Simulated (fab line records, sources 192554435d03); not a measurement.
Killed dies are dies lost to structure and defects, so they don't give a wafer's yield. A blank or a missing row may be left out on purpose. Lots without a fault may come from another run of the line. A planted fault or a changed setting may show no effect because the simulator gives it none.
A struck lot beside a sound one | flow n5_finfet | 28 steps out of a route of 1938
Sound: wafers L573.1, L573.4, L573.5. Struck: wafers L584.2, L584.4, L584.5. The cause comes at the end.
At each step with rows: each side's tool, then ch and its chambers, then its first start. Under that, the readings that differ: sound wafers | struck wafers | difference of the means | sigmas: that difference in standard deviations of wafers without a fault.
alike: readings whose means differ by less than 2 such deviations, and words and numbers that are the same on both sides. not compared: withheld readings, readings that some wafer has no value for, bounds like >300 that may hide the same value, and numbers for which the record gives no deviation and whose values overlap.
The two part at a step that has a row with sigmas, a row that says differs or no value, or rows on one side only. Numbers that don't overlap but have no deviation are shown without sigmas and don't part them. A reading that every wafer of one side lacks parts them only if that side has two wafers or more.

first, 4 steps without rows for these wafers: N5_BEOL_M10_SOFTBAKE_06 (time 60 s); N5_BEOL_M10_EXPOSE_08 (exposes mask M10); N5_BEOL_M10_PEB_09 (peb time 60 s); N5_BEOL_M10_DEVELOP_10 (develop time 30 s).
N5_BEOL_M10_CD_MEAS_11: target cd 64.1 nm.
  sound on cd_sem-03 ch 0, day 10 18:27; struck on cd_sem-03 ch 0, day 13 13:16
  alike: cd_nm
N5_BEOL_M10_OVL_MEAS_12:
  sound on overlay-01 ch 0, day 10 18:29; struck on overlay-01 ch 0, day 13 13:17
  alike: M10_OVL
N5_BEOL_M10_INSPECT_13: inspects for defects (brightfield).
  sound on defect_inspect-01, day 10 18:30; struck on defect_inspect-01, day 13 13:19
  alike: raw_defect_count
N5_BEOL_M10_DESCUM_16: chemistry O2, time 7.9 s.
  sound on rie_diel-06 ch 0,2, day 10 18:32; struck on rie_diel-04 ch 1,2, day 13 13:21
  alike: drypump_motor_current_A, oes_product_au, rf_vpp_V, showerhead_plenum_p_Torr, throttle_valve_pct
  not compared: rf_hours_counter_h
N5_BEOL_M10_ETCH_61: etches SiARC in CF4, target depth 39 nm, time 65 s.
  sound on rie_diel-06 ch 0,2, day 10 18:34; struck on rie_diel-04 ch 1,2, day 13 13:23
  alike: drypump_motor_current_A, etch_rf_on_time_s, oes_product_au, rf_vpp_V, showerhead_plenum_p_Torr, throttle_valve_pct
  not compared: rf_hours_counter_h
N5_BEOL_M10_ETCH_62: etches SOC in N2/H2, target depth 110 nm, overetch 22 nm, time 165 s.
  sound on rie_diel-06 ch 0,2, day 10 18:37; struck on rie_diel-04 ch 1,2, day 13 13:26
  alike: drypump_motor_current_A, h2_flow_sccm, n2_flow_sccm, oes_product_au, rf_vpp_V, showerhead_plenum_p_Torr, throttle_valve_pct
  not compared: rf_hours_counter_h
then, 2 steps without rows for these wafers: N5_BEOL_M10_STRIP_68 (strips in N2/H2); N5_BEOL_M10_STRIP_67 (strips in CF4).
N5_BEOL_M10_HM_OPEN_17: chemistry Cl2/BCl3, target TiN, target depth 20 nm, overetch 6 nm.
  sound on rie_metal-03 ch 0, day 10 18:49; struck on rie_metal-01 ch 0,1, day 13 13:37
  alike: drypump_motor_current_A, mfc_cl2_sccm, oes_product_au, throttle_valve_pct
  not compared: rf_hours_counter_h
N5_BEOL_M10_STRIP_19: strips in O2.
  sound on rie_diel-06 ch 1,2,3, day 10 19:01; struck on rie_diel-04 ch 0,2,3, day 13 13:53
  alike: drypump_motor_current_A, oes_product_au, rf_vpp_V, showerhead_plenum_p_Torr, throttle_valve_pct
  not compared: rf_hours_counter_h
N5_BEOL_M10_CD_MEAS_18: pitch 140 nm, target cd 70 nm.
  sound on cd_sem-03, day 10 19:05; struck on cd_sem-01, day 13 13:58
  alike: cd_nm
then, 8 steps without rows for these wafers: N5_BEOL_M10_COAT_63 (time 60 s, resist thk 100 nm); N5_BEOL_M10_COAT_64 (time 60 s, resist thk 30 nm); N5_BEOL_M10_COAT_22 (resist thk 90 nm); N5_BEOL_M10_EBR_24; N5_BEOL_M10_SOFTBAKE_23 (time 60 s); N5_BEOL_M10_EXPOSE_25 (exposes mask V9); N5_BEOL_M10_PEB_26 (peb time 60 s); N5_BEOL_M10_DEVELOP_27 (develop time 30 s).
N5_BEOL_M10_CD_MEAS_28: target cd 70 nm.
  sound on cd_sem-01 ch 0, day 10 21:28; struck on cd_sem-01 ch 0, day 13 14:22
  alike: cd_nm
N5_BEOL_M10_OVL_MEAS_29:
  sound on overlay-02 ch 0, day 10 21:29; struck on overlay-02 ch 0, day 13 14:24
  alike: V9_OVL
N5_BEOL_M10_INSPECT_30: inspects for defects (brightfield).
  sound on defect_inspect-01, day 10 21:31; struck on defect_inspect-01, day 13 14:26
  reading          | sound       | struck      | difference | sigmas
  raw_defect_count | 313 290 269 | 824 715 724 | +464       | +4
N5_BEOL_M10_DESCUM_33: chemistry O2, time 7.9 s.
  sound on rie_diel-04 ch 0,2, day 10 21:33; struck on rie_diel-06 ch 1,2, day 13 14:37
  reading                         | sound          | struck         | difference | sigmas
  showerhead_plenum_p_Torr (Torr) | 2.20 2.18 2.20 | 2.07 2.02 2.02 | -0.16      | -2
  alike: drypump_motor_current_A, oes_product_au, rf_vpp_V, throttle_valve_pct
  not compared: rf_hours_counter_h
-- the record jumps here: 2 days lie between the struck wafers' starts before and after (it left off in module BEOL_M10 and takes up again in module PASSIVATION, whose first step shown is number 1936 of the route) --
N5_PASSIVATION_PROBE_49:
  the record has rows for the struck wafers here (prober-02, day 15 17:40) and none for the sound ones

WHERE THEY PART
First at N5_BEOL_M10_INSPECT_30; last, within this record, at N5_PASSIVATION_PROBE_49.

WHY: what the simulator had put in
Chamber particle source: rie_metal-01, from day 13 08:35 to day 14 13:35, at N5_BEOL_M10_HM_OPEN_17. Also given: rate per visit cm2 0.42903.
